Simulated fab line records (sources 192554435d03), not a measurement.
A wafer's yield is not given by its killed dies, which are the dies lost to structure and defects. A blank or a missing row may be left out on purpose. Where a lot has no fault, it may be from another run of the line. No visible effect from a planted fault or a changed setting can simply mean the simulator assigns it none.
Code-filled problem report in 8D (eight disciplines) form || flow n5-finfet || the parts of the form that need people (team, actions taken, sign-off) are left out

## 1. THE ISSUE
Wafers without a fault read 15, standard deviation 6; killed_at_M4_up at N5_PASSIVATION_PROBE_49 reads a mean of 125 on 6 wafers belonging to 2 lots. Measured from the usual mean, that is +18 standard deviations.
First observed at day 18 06:50: wafer L426.1, on prober-01. The record holds 6 wafers of 2 lots with a number at this step. Rule for "out" (also "out of limits"): further than 4 standard deviations from the usual mean. The rest of the wafers with a number are treated as sound.

## 2. WHAT IT IS AND WHAT IT IS NOT
{"question": "which readings at this step", "is": "killed_at_M4_up", "is not": "killed-at-contacts, killed-at-front-end, killed-open, killed-short, sort_bin_8_speed"}
{"question": "which lots", "is": "L426, L428", "is not": "-"}
{"question": "which wafers of those lots", "is": "all that have a number", "is not": "-"}
{"question": "read on which tools", "is": "prober-01, prober-02", "is not": "-"}
{"question": "when", "is": "from day 18 06:50", "is not": "up to then (0 sound wafers)"}

## 3. THE SUSPECTS, EACH WITH WHAT RULES IT OUT
Counting: any tool at a process step up to the reading is kept as a suspect provided that every lot that is out went through it and no sound lot did after the first of them.
- wet-bench-01 at N5_BEOL_M14_PRECLEAN_39 (cleans in residue remover, time 60 s): kept. It ran every lot that is out, first L426 (day 17 06:57), and no sound lot after that.
After counting, what remains is wet-bench-01 at N5_BEOL_M14_PRECLEAN_39.

## 4. THE CAUSE (what the simulator had put in)
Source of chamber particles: wet-bench-01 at N5_BEOL_M14_PRECLEAN_39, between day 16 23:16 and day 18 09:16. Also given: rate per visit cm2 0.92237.
The count eliminated every tool but this one.

## 5. THE CHAIN OF EFFECTS, in route order
Each row: a reading where the mean over the struck wafers with a number is more than 3 standard deviations away from the usual. Only readings whose record carries a usual standard deviation are examined. hours: median over the lots of the time between each lot's start at the first step of this table that gives one and its start at this step. sigmas: the change, counted in usual standard deviations.
{"hours": 0, "step": "N5_PASSIVATION_PROBE_49", "reading": "defect-limited-yield", "usual": "91.5 %", "on struck wafers": 83.0, "change": -8.5, "sigmas": -6.0}
{"hours": 0, "step": "N5_PASSIVATION_PROBE_49", "reading": "killed_at_M4_up", "usual": 15, "on struck wafers": 125, "change": "+110", "sigmas": "+18"}
{"hours": 0, "step": "N5_PASSIVATION_PROBE_49", "reading": "killed-dies", "usual": 101, "on struck wafers": 200, "change": "+99", "sigmas": "+5.8"}
{"hours": 0, "step": "N5_PASSIVATION_PROBE_49", "reading": "sort_bin_5_function", "usual": "5.0 %", "on struck wafers": 10.6, "change": "+5.6", "sigmas": "+5.8"}
{"hours": 0, "step": "N5_PASSIVATION_PROBE_49", "reading": "sort-n-pass", "usual": 1079, "on struck wafers": 980, "change": -99, "sigmas": -5.8}
{"hours": 0, "step": "N5_PASSIVATION_PROBE_49", "reading": "sort-yield-pct", "usual": "91.4 %", "on struck wafers": 83.0, "change": -8.4, "sigmas": -6.0}
The process steps in it:
- N5_PASSIVATION_PROBE_49

## 6. HOW IT WOULD HAVE BEEN CAUGHT EARLIER
In this record the first reading out of limits was taken at day 18 06:50, 32 hours after the fault began at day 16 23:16.
The start of N5_BEOL_M14_PRECLEAN_39 on wet-bench-01 came by day 18 06:50 for every one of the lots that are out (2). Tool hold at that time: it would have spared none of them.
